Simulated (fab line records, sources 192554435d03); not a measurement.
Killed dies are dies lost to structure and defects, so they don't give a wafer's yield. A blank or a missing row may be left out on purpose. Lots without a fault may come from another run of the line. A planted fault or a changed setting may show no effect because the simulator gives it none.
Chamber matching | flow n5_finfet | N5_BEOL_M1_ETCHBACK_99 on rie_diel-05: 4 sister chambers
The step etches SiO2 in CHF3, target depth 5 nm, time 10.4 s. 33 wafers are shown with their chamber, then 12 later ones without.

WAFERS WITH THEIR CHAMBER
wafer  | chamber | throttle_valve_pct (%) | showerhead_plenum_p_Torr (Torr) | rf_vpp_V (V)
L075.1 | 2       | 17.11                  | 2.18                            | 233
L075.2 | 3       | 17.53                  | 2.26                            | 245
L075.3 | 1       | 16.90                  | 2.13                            | 243
L075.4 | 0       | 17.48                  | 2.18                            | 234
L075.5 | 3       | 17.51                  | 2.26                            | 247
L075.6 | 2       | 17.12                  | 2.18                            | 234
L076.3 | 0       | 17.48                  | 2.18                            | 233
L076.4 | 1       | 16.89                  | 2.13                            | 242
L076.6 | 0       | 17.48                  | 2.18                            | 231
L078.1 | 1       | 16.91                  | 2.12                            | 243
L078.3 | 3       | 17.52                  | 2.26                            | 245
L078.5 | 3       | 17.53                  | 2.26                            | 246
L079.1 | 2       | 17.13                  | 2.18                            | 234
L079.2 | 0       | 17.48                  | 2.18                            | 233
L079.3 | 3       | 17.54                  | 2.26                            | 246
L079.4 | 1       | 16.90                  | 2.12                            | 244
L079.5 | 0       | 17.50                  | 2.17                            | 233
L079.6 | 3       | 17.55                  | 2.26                            | 246
L080.1 | 2       | 17.14                  | 2.18                            | 233
L080.2 | 3       | 17.54                  | 2.26                            | 245
L080.4 | 0       | 17.50                  | 2.17                            | 233
L083.1 | 0       | 17.51                  | 2.17                            | 233
L083.2 | 1       | 16.93                  | 2.12                            | 243
L083.3 | 2       | 17.13                  | 2.18                            | 234
L083.4 | 3       | 17.54                  | 2.26                            | 246
L083.5 | 0       | 17.50                  | 2.17                            | 232
L083.6 | 3       | 17.55                  | 2.26                            | 246
L086.2 | 3       | 17.56                  | 2.25                            | 245
L086.3 | 0       | 17.50                  | 2.17                            | 233
L086.5 | 0       | 17.51                  | 2.17                            | 232
L089.4 | 3       | 17.57                  | 2.25                            | 246
L089.5 | 2       | 17.16                  | 2.17                            | 234
L089.6 | 3       | 17.58                  | 2.25                            | 245

SIGNATURES (means of the wafers above)
reading                  | chamber 0 | chamber 1 | chamber 2 | chamber 3 | scatter within a chamber
throttle_valve_pct       | 17.4940   | 16.9060   | 17.1317   | 17.5433   | 0.0169
showerhead_plenum_p_Torr | 2.1740    | 2.1240    | 2.1783    | 2.2575    | 0.0048
rf_vpp_V                 | 232.70    | 243.00    | 233.67    | 245.67    | 0.697
Rule: a wafer's distance from a chamber is the root of the sum, over the readings, of the square of ((its reading less the chamber's mean) divided by the reading's scatter). The wafer belongs to the nearest chamber; if the next one is less than 2 further off, it can't be placed. The scatter: the root of (the sum of the squares of (reading less its chamber's mean) over the shown wafers, divided by (wafers less chambers)).

WAFERS WITHOUT THEIR CHAMBER
wafer  | throttle_valve_pct (%) | showerhead_plenum_p_Torr (Torr) | rf_vpp_V (V)
L093.1 | 16.96                  | 2.12                            | 244
L093.2 | 17.58                  | 2.25                            | 247
L093.3 | 17.52                  | 2.17                            | 233
L094.2 | 17.18                  | 2.17                            | 235
L094.4 | 17.55                  | 2.17                            | 233
L094.5 | 17.17                  | 2.17                            | 235
L095.1 | 16.96                  | 2.11                            | 243
L095.2 | 17.19                  | 2.17                            | 234
L095.3 | 17.59                  | 2.25                            | 246
L097.1 | 17.58                  | 2.25                            | 244
L097.3 | 16.97                  | 2.11                            | 242
L097.6 | 17.53                  | 2.16                            | 233

WHICH CHAMBER EACH WENT THROUGH
wafer  | from the rows above | in truth
L093.1 | 1                   | 1
L093.2 | 3                   | 3
L093.3 | 0                   | 0
L094.2 | 2                   | 2
L094.4 | 0                   | 0
L094.5 | 2                   | 2
L095.1 | 1                   | 1
L095.2 | 2                   | 2
L095.3 | 3                   | 3
L097.1 | 3                   | 3
L097.3 | 1                   | 1
L097.6 | 0                   | 0
Placed correctly: 12 of 12. Can't be placed from these rows: 0. Placed wrongly: 0.
